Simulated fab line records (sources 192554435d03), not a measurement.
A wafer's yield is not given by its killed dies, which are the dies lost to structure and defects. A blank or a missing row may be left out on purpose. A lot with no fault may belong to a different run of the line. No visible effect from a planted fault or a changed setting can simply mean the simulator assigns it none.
Which tool did it? -- flow n5 finfet -- 9 lots with 27 wafers sampled at 5 steps, on a route of 1938 steps

WHAT THE GAUGES READ, wafer by wafer
N5_BEOL_M3_CD_MEAS_35: target cd 18 nm, target cd y 21 nm. Usual: cd nm 18.1 nm, standard deviation 0.36.
lot,measured,on,cd nm (nm),flag
L598,day 7 21:30,cd sem-03,17.8 17.9 18.0,
L599,day 7 15:22,cd sem-02,18.3 18.2 18.8,
L601,day 7 21:56,cd sem-02,17.3 17.8 18.1,
L606,day 9 04:54,cd sem-01,17.8 17.3 17.9,
L607,day 9 20:23,cd sem-01,18.6 18.1 18.1,
L616,day 11 17:56,cd sem-02,18.4 17.8 17.7,
L619,day 12 18:46,cd sem-01,17.7 17.7 17.9,
L620,day 12 22:25,cd sem-03,17.4 17.8 18.4,
L621,day 13 06:32,cd sem-02,18.2 18.4 18.0,

N5_BEOL_M4_RC_MEAS_101. Usual: DIBL_N 36.0 mV/V, standard deviation 1.7; DIBL_P 35.8 mV/V, standard deviation 2; IOFF_N 0.15 nA/um, standard deviation 0.03; IOFF_P 0.20 nA/um, standard deviation 0.037; ION_N 670 uA/um, standard deviation 12; ION_P 460 uA/um, standard deviation 7.2; SS_N 71.5 mV/dec, standard deviation 0.68; SS_P 73.2 mV/dec, standard deviation 0.65; VT_N 250 mV, standard deviation 3.1; VT_P -251 mV, standard deviation 3.4.
lot,measured,on,DIBL_N (mV/V),DIBL_P (mV/V),IOFF_N (nA/um),IOFF_P (nA/um),ION_N (uA/um),ION_P (uA/um),SS_N (mV/dec),SS_P (mV/dec),VT_N (mV),VT_P (mV),flag
L598,day 8 10:06,prober-01,36.0 37.1 36.7,37.1 37.0 36.6,0.17 0.18 0.18,0.24 0.23 0.23,684 682 669,471 464 467,71.4 71.3 71.6,73.4 73.3 73.3,249 248 249,-247 -248 -247,
L599,day 8 07:37,prober-01,36.4 34.2 34.7,35.4 31.6 32.5,0.16 0.11 0.13,0.20 0.16 0.16,664 655 662,456 455 454,71.6 70.5 71.2,73.0 72.0 72.5,250 256 253,-251 -256 -257,
L601,day 8 09:44,prober-02,38.8 37.2 36.9,39.1 37.0 35.8,0.20 0.16 0.14,0.28 0.22 0.21,671 664 667,463 459 460,72.0 71.6 72.1,74.1 72.7 73.2,246 249 250,-244 -247 -250,
L616,day 12 10:33,prober-01,37.5 34.2 33.3,38.7 34.3 33.9,0.19 0.12 0.11,0.21 0.15 0.14,678 670 655,456 455 443,72.3 71.8 71.4,73.8 73.0 72.8,251 255 255,-252 -259 -259,
L619,day 13 10:17,prober-01,37.4 35.4 34.9,37.8 36.2 35.6,0.17 0.14 0.13,0.21 0.18 0.17,682 659 657,463 457 461,72.0 71.1 71.0,74.5 73.8 73.4,251 254 253,-251 -253 -256,
L620,day 13 17:25,prober-02,34.7 35.7 37.3,33.1 35.3 35.7,0.14 0.15 0.17,0.17 0.20 0.21,671 684 665,462 465 457,71.1 70.8 71.3,72.5 73.3 72.6,248 247 248,-253 -252 -250,
L621,day 14 05:07,prober-02,36.1 32.9 36.1,37.4 33.9 37.3,0.16 0.12 0.16,0.21 0.17 0.20,685 672 681,467 457 460,71.8 70.4 71.1,73.0 72.3 73.9,251 252 249,-252 -252 -253,

EACH LOT AND THE TOOL THAT RAN IT (in order: tool; ch and the chambers of the sampled wafers; start)
lot,N5_BEOL_M3_ALD_98,N5_BEOL_M3_STRIP_36,N5_BEOL_M3_ETCH_41
L598,"ald sin-04 ch 1,2,3, day 7 05:18","rie diel-05 ch 0,1,2, day 7 21:09","rie diel-05 ch 0,1,2, day 7 21:30 or earlier"
L599,"ald sin-02 ch 1,2,3, day 7 10:12","rie diel-05 ch 0,2,3, day 7 15:01","rie diel-05 ch 0,2,3, day 7 15:22 or earlier"
L601,"ald sin-01 ch 0,1,3, day 7 16:55","rie diel-05 ch 0,2,3, day 7 21:35","rie diel-05 ch 0,2,3, day 7 21:56 or earlier"
L606,"ald sin-02 ch 0,3, day 9 03:40","rie diel-05 ch 1,2,3, day 9 04:32","rie diel-05 ch 1,2,3, day 9 04:37"
L607,"ald sin-01 ch 0,3, day 9 12:10","rie diel-01 ch 0,2,3, day 9 20:02","rie diel-01 ch 0,2,3, day 9 20:06"
L616,"ald sin-04 ch 0,2,3, day 11 15:58","rie diel-01 ch 0,1,3, day 11 17:35","rie diel-01 ch 0,1,3, day 11 17:56 or earlier"
L619,"ald sin-04 ch 1,3, day 12 13:45","rie diel-01 ch 0,3, day 12 18:25","rie diel-01 ch 0,3, day 12 18:46 or earlier"
L620,"ald sin-02 ch 0,1, day 12 21:40","rie diel-05 ch 1,2,3, day 12 22:04","rie diel-05 ch 1,2,3, day 12 22:25 or earlier"
L621,"ald sin-01 ch 0,2, day 13 05:46","rie diel-01 ch 0,2,3, day 13 06:12","rie diel-01 ch 0,2,3, day 13 06:32 or earlier"
- N5_BEOL_M3_ALD_98: deposits SiO2, target thk 2.5 nm, pulse time 1 s, co reactant pulse time 1 s.
- N5_BEOL_M3_STRIP_36: strips in N2/H2.
- N5_BEOL_M3_ETCH_41: etches SiCN in CH3F/O2, target depth 29.9 nm, time 52.5 s.

WHAT THE TOOLS THEMSELVES READ (means of the sampled wafers that have a number; where no wafer has one, the mark that the record gives instead)
N5_BEOL_M3_ALD_98. Usual: heater power w 78 W, standard deviation 4.9; precursor pulse height rel 0.998, standard deviation 0.019; susceptor temp C 100.01 C, standard deviation 0.14.
lot,tool,heater power w (W),precursor pulse height rel,susceptor temp C (C),flag
L598,ald sin-04,83,1.011,99.97,
L599,ald sin-02,80,0.999,100.03,
L601,ald sin-01,77,0.984,100.12,
L606,ald sin-02,78,1.001,99.94,
L607,ald sin-01,82,0.995,99.97,
L616,ald sin-04,81,1.009,99.92,
L619,ald sin-04,77,1.017,100.03,
L620,ald sin-02,79,0.984,100.15,
L621,ald sin-01,77,1.011,100.14,

N5_BEOL_M3_STRIP_36. Usual: bias power w 7.000 W, standard deviation 0.021; chamber pressure mTorr 19.999 mTorr, standard deviation 0.029; drypump motor current A 5.9 A, standard deviation 0.38; oes product au 0.73 a.u., standard deviation 0.066; rf vpp V 59.1 V, standard deviation 1.6; showerhead plenum p Torr 2.50 Torr, standard deviation 0.094; throttle valve pct 23.7 %, standard deviation 0.37.
lot,tool,bias power w (W),chamber pressure mTorr (mTorr),drypump motor current A (A),oes product au (a.u.),rf vpp V (V),showerhead plenum p Torr (Torr),throttle valve pct (%),flag
L598,rie diel-05,7.000,19.958,6.2,0.71,57.0,2.44,23.5,
L599,rie diel-05,6.996,20.017,6.3,0.70,59.6,2.48,23.7,
L601,rie diel-05,7.014,20.014,6.2,0.70,59.0,2.48,23.6,
L606,rie diel-05,-,-,-,-,-,-,-,OFF
L607,rie diel-01,-,-,-,-,-,-,-,OFF
L616,rie diel-01,6.992,20.013,6.0,0.70,57.2,2.50,23.9,
L619,rie diel-01,6.985,19.998,6.0,0.70,58.6,2.46,24.0,
L620,rie diel-05,7.010,19.974,6.1,0.79,59.0,2.61,23.3,
L621,rie diel-01,7.005,20.004,5.7,0.74,59.8,2.49,23.9,

N5_BEOL_M3_ETCH_41. Usual: drypump motor current A 5.9 A, standard deviation 0.38; oes product au 0.73 a.u., standard deviation 0.07; rf vpp V 296.9 V, standard deviation 1.7; showerhead plenum p Torr 1.97 Torr, standard deviation 0.076; throttle valve pct 16.46 %, standard deviation 0.23.
lot,tool,drypump motor current A (A),oes product au (a.u.),rf vpp V (V),showerhead plenum p Torr (Torr),throttle valve pct (%),flag
L598,rie diel-05,6.2,0.71,296.3,1.92,16.41,
L599,rie diel-05,6.2,0.70,296.3,1.95,16.52,
L601,rie diel-05,6.3,0.70,295.6,1.95,16.53,
L606,rie diel-05,6.1,0.71,296.4,1.99,16.32,
L607,rie diel-01,5.7,0.77,297.6,1.98,16.42,
L616,rie diel-01,6.0,0.69,297.1,1.98,16.59,
L619,rie diel-01,6.0,0.69,296.6,1.95,16.57,
L620,rie diel-05,6.1,0.79,298.8,2.06,16.23,
L621,rie diel-01,5.7,0.75,296.1,1.97,16.46,

THE ANSWER, worked out from the rows above alone
Rule: lot off if the mean of its wafers having a number is beyond 3 standard deviations from the usual mean. Also off: a lot with no number at a reading for which 4 or more lots have one. Any other lot the step has rows for is counted as sound. The gauges are gone through in route order, then the tools' own readings, and for those a lot's mean is taken as printed above. The first step at which some lot is off is used, and at that step the reading that is off furthest; a lot without a number counts as furthest.
Off: L606, L607 (N5_BEOL_M3_STRIP_36, bias power w). Without a number there: L606, L607.
If a tool, at that step or one of the process steps before it, ran each lot that is off and ran no sound lot following the first of them, it fits. Not one of the candidates tried fits.

WHAT HAD BEEN PUT IN BY THE SIMULATOR
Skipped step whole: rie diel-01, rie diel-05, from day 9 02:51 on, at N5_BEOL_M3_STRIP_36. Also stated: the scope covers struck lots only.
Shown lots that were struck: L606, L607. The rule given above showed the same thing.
